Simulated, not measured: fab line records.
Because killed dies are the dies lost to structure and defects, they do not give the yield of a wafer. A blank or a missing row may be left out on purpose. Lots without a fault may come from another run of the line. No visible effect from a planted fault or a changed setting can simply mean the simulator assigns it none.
Split-lot study / flow n5-finfet / 21 wafers read from 7 lots, route of 1938 steps

== ON THE SPLIT ==
At N5_WELL_APT_EXPOSE_22 (exposes mask PWELL, defocus 0 nm, target cd 200 nm), the setting dose-mj was moved away from the recipe's 23.2 on 6 of the 21 wafers read, by -5.6% to +3.6%. This setting was run at the recipe's value on the other wafers.

== FROM THE SPLIT TO THE READING: what the file shows between them, 3 steps ==
- N5_WELL_APT_PEB_23: peb time 90 s
- N5_WELL_APT_DEVELOP_24: develop time 45 s
- N5_WELL_APT_HARDBAKE_29: time 120 s

== THE READING ==
cd-nm (nm) at N5_WELL_APT_CD_MEAS_25, where the cd target is 200 nm. A value of 198.8 nm with a standard deviation of 1.9 nm is what fault-free wafers of this fab line usually give.

wafer=L074.1; tool, chamber at the split=krf-scanner-01, 0; dose-mj as run=23.2; against the recipe=recipe; cd-nm, nm=195.4; against lot-mates on the recipe=-
wafer=L074.3; tool, chamber at the split=krf-scanner-01, 0; dose-mj as run=21.93; against the recipe=-5.5%; cd-nm, nm=188.8; against lot-mates on the recipe=-6.6
wafer=L074.5; tool, chamber at the split=krf-scanner-01, 0; dose-mj as run=21.93; against the recipe=-5.5%; cd-nm, nm=187.0; against lot-mates on the recipe=-8.4
wafer=L077.3; tool, chamber at the split=krf-scanner-02, 0; dose-mj as run=23.2; against the recipe=recipe; cd-nm, nm=198.8; against lot-mates on the recipe=-
wafer=L077.4; tool, chamber at the split=krf-scanner-02, 0; dose-mj as run=23.2; against the recipe=recipe; cd-nm, nm=199.9; against lot-mates on the recipe=-
wafer=L077.6; tool, chamber at the split=krf-scanner-02, 0; dose-mj as run=23.2; against the recipe=recipe; cd-nm, nm=197.6; against lot-mates on the recipe=-
wafer=L081.4; tool, chamber at the split=krf-scanner-02, 0; dose-mj as run=23.2; against the recipe=recipe; cd-nm, nm=199.2; against lot-mates on the recipe=-
wafer=L081.5; tool, chamber at the split=krf-scanner-02, 0; dose-mj as run=23.2; against the recipe=recipe; cd-nm, nm=196.4; against lot-mates on the recipe=-
wafer=L081.6; tool, chamber at the split=krf-scanner-02, 0; dose-mj as run=23.2; against the recipe=recipe; cd-nm, nm=197.8; against lot-mates on the recipe=-
wafer=L083.2; tool, chamber at the split=krf-scanner-02, 0; dose-mj as run=23.2; against the recipe=recipe; cd-nm, nm=197.5; against lot-mates on the recipe=-
wafer=L083.3; tool, chamber at the split=krf-scanner-02, 0; dose-mj as run=22.26; against the recipe=-4.1%; cd-nm, nm=193.0; against lot-mates on the recipe=-5.8
wafer=L083.6; tool, chamber at the split=krf-scanner-02, 0; dose-mj as run=23.2; against the recipe=recipe; cd-nm, nm=200.0; against lot-mates on the recipe=-
wafer=L087.1; tool, chamber at the split=krf-scanner-02, 0; dose-mj as run=23.2; against the recipe=recipe; cd-nm, nm=199.1; against lot-mates on the recipe=-
wafer=L087.3; tool, chamber at the split=krf-scanner-02, 0; dose-mj as run=24.04; against the recipe=+3.6%; cd-nm, nm=205.7; against lot-mates on the recipe=+7.1
wafer=L087.4; tool, chamber at the split=krf-scanner-02, 0; dose-mj as run=23.2; against the recipe=recipe; cd-nm, nm=198.0; against lot-mates on the recipe=-
wafer=L093.2; tool, chamber at the split=krf-scanner-02, 0; dose-mj as run=23.2; against the recipe=recipe; cd-nm, nm=202.6; against lot-mates on the recipe=-
wafer=L093.4; tool, chamber at the split=krf-scanner-02, 0; dose-mj as run=23.2; against the recipe=recipe; cd-nm, nm=202.0; against lot-mates on the recipe=-
wafer=L093.6; tool, chamber at the split=krf-scanner-02, 0; dose-mj as run=23.2; against the recipe=recipe; cd-nm, nm=199.8; against lot-mates on the recipe=-
wafer=L096.3; tool, chamber at the split=krf-scanner-02, 0; dose-mj as run=21.9; against the recipe=-5.6%; cd-nm, nm=186.1; against lot-mates on the recipe=-13.0
wafer=L096.4; tool, chamber at the split=krf-scanner-02, 0; dose-mj as run=23.2; against the recipe=recipe; cd-nm, nm=199.1; against lot-mates on the recipe=-
wafer=L096.6; tool, chamber at the split=krf-scanner-02, 0; dose-mj as run=21.9; against the recipe=-5.6%; cd-nm, nm=188.2; against lot-mates on the recipe=-10.9

FIT RESULTS
A straight line over all 21 wafers: cd-nm changes by +1.97 nm for each +1% of dose-mj; r = +0.94; the points scatter about the line by 1.8 nm.
The same after taking each lot's own level away (the mean of its wafers on the recipe; 21 wafers): +1.76 nm for each +1%; r = +0.95; scatter 1.4 nm.
According to that fit, moving dose-mj by its largest amount changes the reading by 9.8 nm.
The lots' own levels span 195.40 to 201.47 nm, that is 3.2 times the standard deviation above.
Hence the slope depends on the lot-to-lot level, as the two fits are not the same.
Check: with one of the wafers moved furthest among these (-5.6%) left out of the fit, the line predicts -8.89 nm for it against its lot-mates. Against them it came out at -13 nm.

== THE OTHER SPLITS THESE WAFERS WENT THROUGH ==
Other splits were also applied to these wafers ahead of the reading. Each is held against what the fit with the lots' levels taken away leaves over:
other split on the same wafers=N5_WELL_APT_COAT_02 spin-rpm; wafers away from the commonest value=9; r with cd-nm (lot level and that fit taken away)=-0.50
other split on the same wafers=N5_WELL_APT_EXPOSE_05 dose-mj; wafers away from the commonest value=9; r with cd-nm (lot level and that fit taken away)=+0.44

== THE WHOLE CHAIN: every reading that the file lists as answering this split, in the file's order ==
step=N5_WELL_APT_CD_MEAS_25; what it does=target cd 200 nm; reading=cd-nm; change (the file's fit)=+1.73 nm for each +1% of the setting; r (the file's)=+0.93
step=N5_WELL_APT_DESCUM_30; what it does=chemistry O2, time 7.9 s; reading=WELL_APT.cd-nm (the simulator's own value, which no gauge read); change (the file's fit)=+1.73 nm for each +1% of the setting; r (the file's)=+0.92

== THE FILE'S OWN FIT ==
cd-nm changes by +1.73 nm for each +1% of dose-mj, r = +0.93.
